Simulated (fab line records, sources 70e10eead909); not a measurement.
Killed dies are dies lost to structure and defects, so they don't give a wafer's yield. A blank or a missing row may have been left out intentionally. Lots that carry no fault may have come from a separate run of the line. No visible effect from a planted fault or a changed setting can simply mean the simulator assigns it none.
Problem report, 8D (eight disciplines) form, completed by code | flow nand-harc | the parts of the form that need people (team, actions taken, sign-off) are left out

1. PROBLEM STATEMENT
trench-depth-nm at NHARC_P_STI_OCD_MEAS_17 reads a mean of 519 nm on 1 wafer of 1 lot; wafers without a fault read 298 nm with a standard deviation of 6. That puts it +37 standard deviations away from the usual mean.
Earliest sighting: wafer L441.6 on ocd-01 at day 6 10:40. Wafers with a number at this step in the record: 35, from 12 lots. Rule for "out", or "out of limits": more than 4 standard deviations from the usual mean. Any other wafer with a number is counted as sound.

2. WHAT IT IS, AND WHAT IT ISN'T
question                    | is                                 | is not
which readings at this step | trench-depth-nm, trench-foot-cd-nm | -
which lots                  | L441                               | L425, L426, L428, L429, L430, L431, L435, L437, L445, L446, L447
which wafers of those lots  | L441.6                             | L441.4
read on which gauges        | ocd-01                             | ocd-02
when                        | from day 6 10:40                   | up to then (25 sound wafers); but 9 sound wafers of L445, L446, L447 came after

3. WHAT RULES OUT EACH SUSPECT
Counting: a tool at a process step up to the reading stays a suspect if it ran every lot that is out. Sound lots after the first of them don't rule it out here, since some wafers of a struck lot are sound.
- the gauge at NHARC_P_STI_OCD_MEAS_17 is ruled out. All the wafers that are out were read on ocd-01, but those of them that NHARC_P_STI_ETCH_15 has rows for are out there too, on other tools.
- rie-diel-06 at NHARC_P_STI_ETCH_31 (etches the open film in CF4/CHF3, target depth 108.9 nm, time 54.5 s): kept. It ran the lot that is out, L441 (day 6 10:27); its last sound lot up to then is L435 (day 5 00:58). NHARC_P_STI_ETCH_31: start missing for some lots; hours and lot order therefore follow NHARC_P_STI_ETCH_15.
- rie-si-03 at NHARC_P_STI_ETCH_15 (etches the open film in HBr/Cl2, target depth 300 nm, time 100.1 s): kept. It ran the lot that is out, L441 (day 6 10:27); its last sound lot up to then is L437 (day 5 12:52). Its own readings are out on those wafers: oes-product-au.
- The sound lot-mates ran in chamber 1 of rie-diel-06 at NHARC_P_STI_ETCH_31, but the wafers that are out ran in chamber 2.
- The sound lot-mates ran in chamber 2 of rie-si-03 at NHARC_P_STI_ETCH_15, but the wafers that are out ran in chamber 0.
After counting, rie-diel-06 at NHARC_P_STI_ETCH_31 and rie-si-03 at NHARC_P_STI_ETCH_15 remain.

4. THE CAUSE (what the simulator had put in)
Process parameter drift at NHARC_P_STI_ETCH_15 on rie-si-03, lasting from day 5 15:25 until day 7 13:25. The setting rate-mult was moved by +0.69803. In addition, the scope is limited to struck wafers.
Of the 2 suspects that counting leaves, this tool is one.

5. SEQUENCE OF EFFECTS, ordered by route
Each row: a reading whose mean over the struck wafers that have a number lies more than 3 standard deviations from the usual. Scope: only readings with a usual standard deviation given in the record; hours: median across lots of the time from each lot's start at the first step in this table that gives one to its start at this step; sigmas: change in usual standard deviations.
hours | step                    | reading           | usual      | on struck wafers | change | sigmas
0     | NHARC_P_STI_ETCH_15     | oes-product-au    | 0.994 a.u. | 1.454            | +0.460 | +35
0     | NHARC_P_STI_OCD_MEAS_17 | trench-depth-nm   | 298 nm     | 519              | +221   | +37
0     | NHARC_P_STI_OCD_MEAS_17 | trench-foot-cd-nm | 158 nm     | 127              | -31    | -9.4
Here are the process steps it includes:
- NHARC_P_STI_ETCH_15: etches the open film in HBr/Cl2, target depth 300 nm, time 100.1 s.

6. WHAT WOULD HAVE CAUGHT IT SOONER
In this record the first reading out of limits at a measuring or inspecting step was taken at day 6 10:40, 19 hours after the fault began at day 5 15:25.
Tool's own readings at NHARC_P_STI_ETCH_15, oes-product-au: out on all struck wafers the step has rows for; an alarm limit on them would have tripped on the first.
By day 6 10:40 the whole set of lots that are out, 1 in number, had already begun NHARC_P_STI_ETCH_15 on rie-si-03. A hold on the tool at that time would have spared none of them.
